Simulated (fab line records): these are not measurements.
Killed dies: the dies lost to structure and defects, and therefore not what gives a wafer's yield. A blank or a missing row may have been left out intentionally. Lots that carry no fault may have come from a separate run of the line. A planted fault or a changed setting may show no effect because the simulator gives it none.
Matching of chambers || flow nand-harc || 4 sister chambers for NHARC_A_STAIRCASE_DESCUM_219 on rie-diel-12
The step chemistry O2, time 3 s. 8 wafers are shown with their chamber, then 10 later ones without.

EACH WAFER AND ITS CHAMBER
{"wafer": "L079.4", "chamber": 2, "showerhead-plenum-p-Torr (Torr)": 1.96, "rf-vpp-V (V)": 59.6}
{"wafer": "L081.5", "chamber": 1, "showerhead-plenum-p-Torr (Torr)": 1.84, "rf-vpp-V (V)": 58.5}
{"wafer": "L081.6", "chamber": 0, "showerhead-plenum-p-Torr (Torr)": 1.87, "rf-vpp-V (V)": 58.5}
{"wafer": "L083.1", "chamber": 0, "showerhead-plenum-p-Torr (Torr)": 1.86, "rf-vpp-V (V)": 58.2}
{"wafer": "L083.2", "chamber": 2, "showerhead-plenum-p-Torr (Torr)": 1.96, "rf-vpp-V (V)": 57.1}
{"wafer": "L083.5", "chamber": 3, "showerhead-plenum-p-Torr (Torr)": 1.96, "rf-vpp-V (V)": 57.8}
{"wafer": "L083.3", "chamber": 3, "showerhead-plenum-p-Torr (Torr)": 1.96, "rf-vpp-V (V)": 57.4}
{"wafer": "L083.4", "chamber": 1, "showerhead-plenum-p-Torr (Torr)": 1.84, "rf-vpp-V (V)": 59.6}

WAFERS WHOSE CHAMBER IS MISSING
{"wafer": "L083.6", "showerhead-plenum-p-Torr (Torr)": 1.96, "rf-vpp-V (V)": 58.9}
{"wafer": "L084.1", "showerhead-plenum-p-Torr (Torr)": 1.84, "rf-vpp-V (V)": 59.1}
{"wafer": "L084.2", "showerhead-plenum-p-Torr (Torr)": 1.86, "rf-vpp-V (V)": 58.9}
{"wafer": "L084.6", "showerhead-plenum-p-Torr (Torr)": 1.84, "rf-vpp-V (V)": 59.1}
{"wafer": "L093.2", "showerhead-plenum-p-Torr (Torr)": 1.95, "rf-vpp-V (V)": 57.9}
{"wafer": "L093.4", "showerhead-plenum-p-Torr (Torr)": 1.95, "rf-vpp-V (V)": 56.7}
{"wafer": "L093.5", "showerhead-plenum-p-Torr (Torr)": 1.83, "rf-vpp-V (V)": 57.9}
{"wafer": "L095.3", "showerhead-plenum-p-Torr (Torr)": 1.83, "rf-vpp-V (V)": 55.3}
{"wafer": "L095.4", "showerhead-plenum-p-Torr (Torr)": 1.85, "rf-vpp-V (V)": 56.0}
{"wafer": "L095.6", "showerhead-plenum-p-Torr (Torr)": 1.83, "rf-vpp-V (V)": 57.4}

CHAMBER TAKEN BY EACH
{"wafer": "L083.6", "from the rows above": "can't be placed: 2 or 3", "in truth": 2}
{"wafer": "L084.1", "from the rows above": 1, "in truth": 1}
{"wafer": "L084.2", "from the rows above": 0, "in truth": 0}
{"wafer": "L084.6", "from the rows above": 1, "in truth": 1}
{"wafer": "L093.2", "from the rows above": "can't be placed: 3 or 2", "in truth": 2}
{"wafer": "L093.4", "from the rows above": "can't be placed: 3 or 2", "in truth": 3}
{"wafer": "L093.5", "from the rows above": 1, "in truth": 1}
{"wafer": "L095.3", "from the rows above": 1, "in truth": 1}
{"wafer": "L095.4", "from the rows above": "can't be placed: 1 or 0", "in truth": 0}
{"wafer": "L095.6", "from the rows above": 1, "in truth": 1}
Correctly placed: 6 of 10. Can't be placed from these rows: 4 (the true chamber is among the candidates in 4). Placed wrongly: 0.
How it was worked out, from the rows above alone: a wafer's distance from a chamber is the root of the sum, over the readings, of the square of ((its reading less the chamber's mean) divided by the reading's scatter). The wafer belongs to the nearest chamber; if the next one is less than 2 further off, it can't be placed. The mean given for a chamber averages the wafers shown for that chamber. The scatter is the square root of a quotient: the sum, over the shown wafers, of each reading's squared deviation from its chamber's mean, divided by wafers minus chambers.
